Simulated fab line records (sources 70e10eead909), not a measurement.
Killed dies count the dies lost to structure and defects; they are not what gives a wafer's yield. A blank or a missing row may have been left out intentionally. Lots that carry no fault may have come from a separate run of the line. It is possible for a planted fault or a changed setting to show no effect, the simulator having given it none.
The tool behind it: which one? + flow nand-harc + 11 lots, 33 wafers sampled, at 3 steps of a route of 1159

WHAT THE GAUGES SHOWED, per wafer
NHARC_A_BONDPAD_CD_MEAS_09: the cd target is 500 nm.
| lot  | measured     | on        | cd-nm (nm)        |
|------|--------------|-----------|-------------------|
| L626 | day 18 01:24 | cd-sem-01 | 499.7 500.5 502.6 |
| L629 | day 18 04:51 | cd-sem-03 | 493.3 495.3 500.4 |
| L631 | day 18 08:29 | cd-sem-01 | 495.0 499.5 499.9 |
| L633 | day 19 15:19 | cd-sem-02 | 498.7 497.6 497.7 |
| L632 | day 20 08:24 | cd-sem-03 | 500.1 494.9 492.8 |
| L639 | day 22 05:01 | cd-sem-03 | 496.9 495.7 497.7 |
| L640 | day 22 10:47 | cd-sem-01 | 492.6 490.7 490.6 |
| L643 | day 22 22:04 | cd-sem-01 | 496.6 501.5 497.2 |
| L645 | day 23 09:59 | cd-sem-02 | 501.3 495.7 496.9 |
| L648 | day 23 16:50 | cd-sem-03 | 499.0 497.9 503.1 |
| L649 | day 24 09:13 | cd-sem-01 | 501.2 502.9 496.7 |

WHAT TOOL EACH LOT RAN ON (gives the tool, then ch and the chambers of the sampled wafers, and finally the start)
| lot  | NHARC_A_M1_PRE_CLEAN_32         | NHARC_A_BONDPAD_EXPOSE_06         |
|------|---------------------------------|-----------------------------------|
| L626 | pecvd-04 ch 0,1,2, day 17 23:32 | krf-scanner-03 ch 0, day 18 01:15 |
| L629 | pecvd-02 ch 0,1, day 18 03:00   | krf-scanner-01 ch 0, day 18 04:42 |
| L631 | pecvd-02 ch 0,1,2, day 18 06:29 | krf-scanner-01 ch 0, day 18 08:20 |
| L633 | pecvd-01 ch 0,1,2, day 19 13:29 | krf-scanner-01 ch 0, day 19 15:10 |
| L632 | pecvd-02 ch 0,1,2, day 20 06:32 | krf-scanner-02 ch 0, day 20 08:15 |
| L639 | pecvd-02 ch 0,1,2, day 22 03:11 | krf-scanner-02 ch 0, day 22 04:52 |
| L640 | pecvd-01 ch 0,2, day 22 08:57   | krf-scanner-01 ch 0, day 22 10:38 |
| L643 | pecvd-01 ch 0,1,2, day 22 20:14 | krf-scanner-03 ch 0, day 22 21:56 |
| L645 | pecvd-02 ch 0,1,2, day 23 08:16 | krf-scanner-03 ch 0, day 23 09:50 |
| L648 | pecvd-02 ch 0,1,2, day 23 15:08 | krf-scanner-03 ch 0, day 23 16:41 |
| L649 | pecvd-02 ch 0,1,2, day 24 07:28 | krf-scanner-02 ch 0, day 24 09:03 |
- NHARC_A_M1_PRE_CLEAN_32: time 12 s.
- NHARC_A_BONDPAD_EXPOSE_06: exposes mask A BPAD.

THE ANSWER, worked out from the rows above alone
Rule: the usual values come from the lots themselves. Put in order of their means at a reading, lots are off if they are a third of the lots or fewer, leave a main group of 4 or more, and stand apart from it by a gap of 3 or more times the standard deviation of the main group's means; of several such gaps the widest counts. Not used: any main group whose means are identical at the precision the tables above print for the reading. A lot without any number at a reading at which 4 lots or more have one is off too. All remaining lots with rows at the step are treated as sound.
No lot is off at any reading shown: from this, nothing can be told.

WHAT THE SIMULATOR HAD INSERTED
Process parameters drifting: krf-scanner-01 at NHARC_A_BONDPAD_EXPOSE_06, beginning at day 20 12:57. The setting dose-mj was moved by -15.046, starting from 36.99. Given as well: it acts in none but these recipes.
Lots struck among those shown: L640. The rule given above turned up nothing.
